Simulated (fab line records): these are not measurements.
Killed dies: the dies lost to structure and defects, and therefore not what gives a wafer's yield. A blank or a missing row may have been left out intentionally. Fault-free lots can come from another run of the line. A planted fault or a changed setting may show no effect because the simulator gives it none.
fab line records :: flow nand-harc
record:
  lots: 14
  wafers: 42
  last-day: 24
route steps=1159 shown P_CONTACT@217 THIN_TSV@1127 END@1159
lots that met no fault: from a run of the same line without faults
start-h: hours from the record's opening day to when the first of the lot's shown wafers began :: wait-h: hours elapsed since this lot's preceding step :: " the same as in the row above :: L1.1+2: a single row standing in for several wafers :: - no value, or no start given :: * or withheld: withheld :: < > ~ a bound
route shown NAME@n: a module of which the file shows steps, and the number in the route of the first :: usual: mean and standard deviation over wafers with no fault :: same: alike in all rows :: chamber/n: place in a boat :: sites: the reading at each site :: _std_site: the standard deviation of these :: _edge_site: outer sites' mean less inner sites' :: radius-mm: for every site, how far away it sits from the centre of the wafer :: mask NAME#n: copy n :: behind: the tool/chamber that last shaped the wafer :: hold: cause of the lot's hold/its duration in hours/its outcome :: device: names the non-switching transistor (n, p or np) :: end of line: tests of these same wafers at the route's end :: step lacking rows: just its recipe :: killed: the dies lost at the first sort to structure and to defects; this is not the yield of the wafer :: map: dies across one wafer; x = killed, . = not, _ = none there
set.NAME: the setting the step ran with; set.NAME@STEP: the setting that earlier step ran with :: model.NAME: the simulator's own value behind a step, which no gauge read
route steps across a sampled set of lots; one table per step, one row per wafer
services: when a tool's chamber went out of use (start-h, in hours from the record's first day, below 0 if earlier), for how many hours, and the reason
== steps ==
step: NHARC_P_CONTACT_DEP_30
recipe:
  target-thk-a: 300
  temp-c: 400
  target-thk-nm: 30
  flow-sccm: 200
  rf-w: 450
  material: SiNx
usual:
  heater-power-w: 711/88
lot.wafer: L805.1
tool: pecvd-01
chamber: 0
start-h: 105.34
wait-h: 0.1
heater-power-w: 647

lot.wafer: L805.6
tool: pecvd-01
chamber: 2
start-h: 105.34
wait-h: 0.1
heater-power-w: 661

lot.wafer: L805.4
tool: pecvd-01
chamber: 1
start-h: 105.34
wait-h: 0.1
heater-power-w: 733

lot.wafer: L806.3
tool: pecvd-04
chamber: 0
start-h: 106.41
wait-h: 0.1
heater-power-w: 823

lot.wafer: L806.4
tool: pecvd-04
chamber: 2
start-h: 106.41
wait-h: 0.1
heater-power-w: 715

lot.wafer: L806.6
tool: pecvd-04
chamber: 0
start-h: 106.41
wait-h: 0.1
heater-power-w: 798

lot.wafer: L807.3
tool: pecvd-04
chamber: 0
start-h: 120.36
wait-h: 0.1
heater-power-w: 938

lot.wafer: L807.6
tool: pecvd-04
chamber: 0
start-h: 120.36
wait-h: 0.1
heater-power-w: 929

lot.wafer: L807.5
tool: pecvd-04
chamber: 1
start-h: 120.36
wait-h: 0.1
heater-power-w: 763

lot.wafer: L808.3
tool: pecvd-04
chamber: 2
start-h: 122.51
wait-h: 0.1
heater-power-w: 678

lot.wafer: L808.1
tool: pecvd-04
chamber: 0
start-h: 122.51
wait-h: 0.1
heater-power-w: 827

lot.wafer: L808.4
tool: pecvd-04
chamber: 0
start-h: 122.51
wait-h: 0.1
heater-power-w: 829

lot.wafer: L809.5
tool: pecvd-04
chamber: 1
start-h: 137.96
wait-h: 0.2
heater-power-w: 766

lot.wafer: L809.6
tool: pecvd-04
chamber: 2
start-h: 137.96
wait-h: 0.2
heater-power-w: 669

lot.wafer: L809.4
tool: pecvd-04
chamber: 0
start-h: 137.96
wait-h: 0.2
heater-power-w: 884

lot.wafer: L811.3
tool: pecvd-03
chamber: 0
start-h: 147.83
wait-h: 0.1
heater-power-w: 690

lot.wafer: L811.2
tool: pecvd-03
chamber: 1
start-h: 147.83
wait-h: 0.1
heater-power-w: 765

lot.wafer: L811.4
tool: pecvd-03
chamber: 2
start-h: 147.83
wait-h: 0.1
heater-power-w: 566

lot.wafer: L812.1
tool: pecvd-03
chamber: 2
start-h: 152.32
wait-h: 0.1
heater-power-w: 633

lot.wafer: L812.5
tool: pecvd-03
chamber: 0
start-h: 152.32
wait-h: 0.1
heater-power-w: 696

lot.wafer: L812.6
tool: pecvd-03
chamber: 1
start-h: 152.32
wait-h: 0.1
heater-power-w: 822

lot.wafer: L818.2
tool: pecvd-03
chamber: 1
start-h: 188.01
wait-h: 0.1
heater-power-w: 816

lot.wafer: L818.1
tool: pecvd-03
chamber: 0
start-h: 188.01
wait-h: 0.1
heater-power-w: 717

lot.wafer: L818.4
tool: pecvd-03
chamber: 0
start-h: 188.01
wait-h: 0.1
heater-power-w: 710

lot.wafer: L816.3
tool: pecvd-03
chamber: 1
start-h: 189.56
wait-h: 0.1
heater-power-w: 852

lot.wafer: L816.2
tool: pecvd-03
chamber: 2
start-h: 189.56
wait-h: 0.1
heater-power-w: 632

lot.wafer: L816.5
tool: pecvd-03
chamber: 1
start-h: 189.56
wait-h: 0.1
heater-power-w: 859

lot.wafer: L823.1
tool: pecvd-04
chamber: 1
start-h: 215.80
wait-h: 0.2
heater-power-w: 807

lot.wafer: L823.3
tool: pecvd-04
chamber: 0
start-h: 215.80
wait-h: 0.2
heater-power-w: 854

lot.wafer: L823.4
tool: pecvd-04
chamber: 0
start-h: 215.80
wait-h: 0.2
heater-power-w: 848

lot.wafer: L824.1
tool: pecvd-01
chamber: 2
start-h: 221.43
wait-h: 0.1
heater-power-w: 645

lot.wafer: L824.4
tool: pecvd-01
chamber: 0
start-h: 221.43
wait-h: 0.1
heater-power-w: 606

lot.wafer: L824.6
tool: pecvd-01
chamber: 1
start-h: 221.43
wait-h: 0.1
heater-power-w: 765

lot.wafer: L825.2
tool: pecvd-01
chamber: 1
start-h: 228.81
wait-h: 0.3
heater-power-w: 781

lot.wafer: L825.1
tool: pecvd-01
chamber: 2
start-h: 228.81
wait-h: 0.3
heater-power-w: 607

lot.wafer: L825.5
tool: pecvd-01
chamber: 0
start-h: 228.81
wait-h: 0.3
heater-power-w: 642

lot.wafer: L826.3
tool: pecvd-04
chamber: 1
start-h: 234.61
wait-h: 0.1
heater-power-w: 734

lot.wafer: L826.6
tool: pecvd-04
chamber: 1
start-h: 234.61
wait-h: 0.1
heater-power-w: 739

lot.wafer: L826.5
tool: pecvd-04
chamber: 2
start-h: 234.61
wait-h: 0.1
heater-power-w: 584

lot.wafer: L828.3
tool: pecvd-03
chamber: 0
start-h: 243.85
wait-h: 0.2
heater-power-w: 688

lot.wafer: L828.5
tool: pecvd-03
chamber: 1
start-h: 243.85
wait-h: 0.2
heater-power-w: 802

lot.wafer: L828.4
tool: pecvd-03
chamber: 2
start-h: 243.85
wait-h: 0.2
heater-power-w: 558
step: NHARC_THIN_TSV_DEGAS_49
recipe:
  temp-c: 300
  time-s: 120
usual:
  heater-power-w: 465/33
lot.wafer: L805.4
tool: pvd-sputter-03
chamber: -
start-h: 419.76
wait-h: 0.1
heater-power-w: 439

lot.wafer: L805.1
tool: pvd-sputter-03
chamber: -
start-h: 419.76
wait-h: 0.1
heater-power-w: 491

lot.wafer: L805.6
tool: pvd-sputter-03
chamber: -
start-h: 419.76
wait-h: 0.1
heater-power-w: 448

lot.wafer: L806.4
tool: pvd-sputter-02
chamber: -
start-h: 434.65
wait-h: 0.1
heater-power-w: 443

lot.wafer: L806.3
tool: pvd-sputter-02
chamber: -
start-h: 434.65
wait-h: 0.1
heater-power-w: 470

lot.wafer: L806.6
tool: pvd-sputter-02
chamber: -
start-h: 434.65
wait-h: 0.1
heater-power-w: 466

lot.wafer: L807.3
tool: pvd-sputter-01
chamber: -
start-h: 435.87
wait-h: 0.1
heater-power-w: 539

lot.wafer: L807.5
tool: pvd-sputter-01
chamber: -
start-h: 435.87
wait-h: 0.1
heater-power-w: 447

lot.wafer: L807.6
tool: pvd-sputter-01
chamber: -
start-h: 435.87
wait-h: 0.1
heater-power-w: 409

lot.wafer: L808.4
tool: pvd-sputter-02
chamber: -
start-h: 436.92
wait-h: 0.1
heater-power-w: 468

lot.wafer: L808.3
tool: pvd-sputter-02
chamber: -
start-h: 436.92
wait-h: 0.1
heater-power-w: 503

lot.wafer: L808.1
tool: pvd-sputter-02
chamber: -
start-h: 436.92
wait-h: 0.1
heater-power-w: 455

lot.wafer: L809.4
tool: pvd-sputter-01
chamber: -
start-h: 466.36
wait-h: 0.1
heater-power-w: 457

lot.wafer: L809.5
tool: pvd-sputter-01
chamber: -
start-h: 466.36
wait-h: 0.1
heater-power-w: 458

lot.wafer: L809.6
tool: pvd-sputter-01
chamber: -
start-h: 466.36
wait-h: 0.1
heater-power-w: 411

lot.wafer: L811.2
tool: pvd-sputter-01
chamber: -
start-h: 475.04
wait-h: 0.1
heater-power-w: 494

lot.wafer: L811.3
tool: pvd-sputter-01
chamber: -
start-h: 475.04
wait-h: 0.1
heater-power-w: 479

lot.wafer: L811.4
tool: pvd-sputter-01
chamber: -
start-h: 475.04
wait-h: 0.1
heater-power-w: 399

lot.wafer: L812.1
tool: pvd-sputter-01
chamber: -
start-h: 480.28
wait-h: 0.2
heater-power-w: 536

lot.wafer: L812.5
tool: pvd-sputter-01
chamber: -
start-h: 480.28
wait-h: 0.2
heater-power-w: 470

lot.wafer: L812.6
tool: pvd-sputter-01
chamber: -
start-h: 480.28
wait-h: 0.2
heater-power-w: 405

lot.wafer: L818.2
tool: pvd-sputter-03
chamber: -
start-h: 498.40
wait-h: 0.1
heater-power-w: 462

lot.wafer: L818.1
tool: pvd-sputter-03
chamber: -
start-h: 498.40
wait-h: 0.1
heater-power-w: 485

lot.wafer: L818.4
tool: pvd-sputter-03
chamber: -
start-h: 498.40
wait-h: 0.1
heater-power-w: 426

lot.wafer: L816.2
tool: pvd-sputter-01
chamber: -
start-h: 506.60
wait-h: 0.2
heater-power-w: 530

lot.wafer: L816.3
tool: pvd-sputter-01
chamber: -
start-h: 506.60
wait-h: 0.2
heater-power-w: 492

lot.wafer: L816.5
tool: pvd-sputter-01
chamber: -
start-h: 506.60
wait-h: 0.2
heater-power-w: 443

lot.wafer: L823.4
tool: pvd-sputter-02
chamber: -
start-h: 542.86
wait-h: 0.1
heater-power-w: 451

lot.wafer: L823.3
tool: pvd-sputter-02
chamber: -
start-h: 542.86
wait-h: 0.1
heater-power-w: 469

lot.wafer: L823.1
tool: pvd-sputter-02
chamber: -
start-h: 542.86
wait-h: 0.1
heater-power-w: 460

lot.wafer: L825.2
tool: pvd-sputter-02
chamber: -
start-h: 550.45
wait-h: 0.1
heater-power-w: 481

lot.wafer: L825.1
tool: pvd-sputter-02
chamber: -
start-h: 550.45
wait-h: 0.1
heater-power-w: 484

lot.wafer: L825.5
tool: pvd-sputter-02
chamber: -
start-h: 550.45
wait-h: 0.1
heater-power-w: 463

lot.wafer: L826.3
tool: pvd-sputter-02
chamber: -
start-h: 556.81
wait-h: 0.1
heater-power-w: 474

lot.wafer: L826.5
tool: pvd-sputter-02
chamber: -
start-h: 556.81
wait-h: 0.1
heater-power-w: 474

lot.wafer: L826.6
tool: pvd-sputter-02
chamber: -
start-h: 556.81
wait-h: 0.1
heater-power-w: 480

lot.wafer: L824.4
tool: pvd-sputter-02
chamber: -
start-h: 557.83
wait-h: 0.1
heater-power-w: 445

lot.wafer: L824.1
tool: pvd-sputter-02
chamber: -
start-h: 557.83
wait-h: 0.1
heater-power-w: 446

lot.wafer: L824.6
tool: pvd-sputter-02
chamber: -
start-h: 557.83
wait-h: 0.1
heater-power-w: 452

lot.wafer: L828.4
tool: pvd-sputter-01
chamber: -
start-h: 569.47
wait-h: 0.1
heater-power-w: 505

lot.wafer: L828.3
tool: pvd-sputter-01
chamber: -
start-h: 569.47
wait-h: 0.1
heater-power-w: 539

lot.wafer: L828.5
tool: pvd-sputter-01
chamber: -
start-h: 569.47
wait-h: 0.1
heater-power-w: 506
step: NHARC_END_SORT_01
recipe:
  temp-c: 25
usual:
  killed-at-array: 29/13
  killed-at-other: 0.7/1
  killed-at-periphery: 3.2/2.3
  killed-dies: 33/13
  killed-open: 3.3/1.7
  killed-short: 2.0/1.5
same:
  gross-dies: 677
lot.wafer: L818.1
tool: prober-02
chamber: 0
start-h: 513.43
wait-h: 2.5
killed-at-array: 16
killed-at-other: 0
killed-at-periphery: 63
killed-dies: 79
killed-open: 1
killed-short: 4

lot.wafer: L818.2
tool: prober-02
chamber: 0
start-h: 514.22
wait-h: 2.8
killed-at-array: 18
killed-at-other: 0
killed-at-periphery: 38
killed-dies: 56
killed-open: 2
killed-short: 2

lot.wafer: L818.4
tool: prober-02
chamber: 0
start-h: 515.81
wait-h: 3.4
killed-at-array: 13
killed-at-other: 0
killed-at-periphery: 70
killed-dies: 83
killed-open: 5
killed-short: 1

lot.wafer: L816.2
tool: prober-01
chamber: 0
start-h: 518.99
wait-h: 2.8
killed-at-array: 24
killed-at-other: 0
killed-at-periphery: 74
killed-dies: 98
killed-open: 3
killed-short: 1

lot.wafer: L816.3
tool: prober-01
chamber: 0
start-h: 519.78
wait-h: 3.1
killed-at-array: 35
killed-at-other: 1
killed-at-periphery: 33
killed-dies: 69
killed-open: 5
killed-short: 0

lot.wafer: L816.5
tool: prober-01
chamber: 0
start-h: 521.36
wait-h: 3.6
killed-at-array: 32
killed-at-other: 0
killed-at-periphery: 34
killed-dies: 66
killed-open: 2
killed-short: 1
killed by level:class
L818.1 P_CONTACT:unspecified=61 A_CHANNEL_HOLE_D1:chamber-film-flake=7 P_M0:geometric-particle:short=2 A_CHANNEL_FILL_D1:geometric-particle:short=2 A_CHANNEL_FILL_D1:chamber-film-flake=2 A_CONTACT:geometric-particle:open=1 A_WL_FILL:chamber-film-flake=1 A_CONTACT:chamber-film-flake=1
L818.2 P_CONTACT:unspecified=33 A_CHANNEL_HOLE_D1:chamber-film-flake=7 P_STI:chamber-film-flake=4 A_BLC:chamber-film-flake=3 A_ONON_D1:geometric-particle:short=2 A_CONTACT:chamber-film-flake=2 P_M0:geometric-particle:open=1 A_CONTACT:geometric-particle:open=1
L818.4 P_CONTACT:unspecified=68 A_BLC:chamber-film-flake=3 A_CHANNEL_HOLE_D1:chamber-film-flake=2 A_BONDPAD:chamber-film-flake=2 P_CONTACT:geometric-particle:open=1 P_M0:geometric-particle:open=1 A_ONON_D1:geometric-particle:open=1 A_ONON_D1:geometric-particle:short=1
L816.2 P_CONTACT:unspecified=69 A_SLIT:chamber-film-flake=15 A_CONTACT:chamber-film-flake=4 A_CHANNEL_HOLE_D1:chamber-film-flake=2 P_CONTACT:geometric-particle:open=1 P_CONTACT:geometric-particle:short=1 A_WL_FILL:geometric-particle:open=1 A_CONTACT:geometric-particle:open=1
L816.3 P_CONTACT:unspecified=33 A_CHANNEL_HOLE_D1:chamber-film-flake=14 A_SLIT:chamber-film-flake=10 A_CONTACT:chamber-film-flake=3 A_BLC:geometric-particle:open=2 A_ZERO_WELL:chamber-film-flake=2 A_ONON_D1:geometric-particle:open=1 A_M1:geometric-particle:open=1
L816.5 P_CONTACT:unspecified=33 A_CHANNEL_HOLE_D1:chamber-film-flake=15 A_SLIT:chamber-film-flake=11 A_ZERO_WELL:chamber-film-flake=2 A_CONTACT:chamber-film-flake=2 P_CONTACT:geometric-particle:open=1 A_ONON_D1:geometric-particle:short=1 A_M0:geometric-particle:open=1
== services ==
tool: pvd-sputter-01
chamber: -
start-h: 114.08
hours: 3.8
kind: repair

tool: pvd-sputter-02
chamber: -
start-h: 116.01
hours: 0.9
kind: repair

tool: pvd-sputter-01
chamber: -
start-h: 158.02
hours: 10.0
kind: pm

tool: pecvd-04
chamber: -
start-h: 195.00
hours: 13.0
kind: pm

tool: pvd-sputter-02
chamber: -
start-h: 214.03
hours: 10.0
kind: pm

tool: pvd-sputter-01
chamber: -
start-h: 214.32
hours: 2.1
kind: repair

tool: pvd-sputter-02
chamber: -
start-h: 236.27
hours: 5.2
kind: repair

tool: pecvd-04
chamber: 2
start-h: 250.01
hours: 4.5
kind: repair

tool: pvd-sputter-01
chamber: -
start-h: 285.55
hours: 0.6
kind: repair

tool: pvd-sputter-01
chamber: -
start-h: 301.52
hours: 23.2
kind: repair

tool: pvd-sputter-02
chamber: -
start-h: 303.59
hours: 15.9
kind: repair

tool: pvd-sputter-01
chamber: -
start-h: 327.95
hours: 0.7
kind: repair

tool: pvd-sputter-01
chamber: -
start-h: 336.02
hours: 10.0
kind: pm

tool: pvd-sputter-02
chamber: -
start-h: 353.17
hours: 1.7
kind: repair

tool: pecvd-04
chamber: -
start-h: 376.00
hours: 13.0
kind: pm

tool: pvd-sputter-02
chamber: -
start-h: 392.05
hours: 10.0
kind: pm

tool: pvd-sputter-01
chamber: -
start-h: 413.62
hours: 4.7
kind: repair

tool: pvd-sputter-02
chamber: -
start-h: 416.34
hours: 1.0
kind: repair

tool: pvd-sputter-02
chamber: -
start-h: 420.97
hours: 1.0
kind: repair

tool: pvd-sputter-02
chamber: -
start-h: 508.30
hours: 4.1
kind: repair

tool: pvd-sputter-01
chamber: -
start-h: 514.02
hours: 10.0
kind: pm

tool: pecvd-04
chamber: 2
start-h: 553.70
hours: 23.3
kind: repair

tool: pecvd-04
chamber: -
start-h: 557.29
hours: 13.0
kind: pm

tool: pvd-sputter-02
chamber: -
start-h: 560.28
hours: 5.3
kind: repair
== key ==
first-sign:
  step: NHARC_END_SORT_01
  reading: killed-at-periphery
  direction: up
  sigmas: 22
  usual: 3.2
  struck: 52
effect:
  step: NHARC_END_SORT_01
  reading: killed-dies
  direction: up
  sigmas: 3.3
  usual: 33
  struck: 75
more-kills-born-at:
  NHARC_P_CONTACT_DEP_30@pecvd-03: 297
met-at NHARC_P_CONTACT_DEP_30
struck-lots L816,L818
tester-left-out L816,L818
not-acting-at NHARC_THIN_TSV_DEGAS_49
onset-between 152.32 188.01
fault:
  kind: chamber-particle-source
  tool: pecvd-03
  chamber: -
  onset-h: 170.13
  steps: NHARC_P_CONTACT_DEP_30
  rate-per-visit-cm2: 0.42762
  end-h: 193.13
tester-left-out: of these lots the tester's yield and bins aren't shown, on N5 and GAA mostly nor the transistor test; their killed dies are dies lost to structure and defects alone, not to doping, threshold or leakage, so they don't give the yield
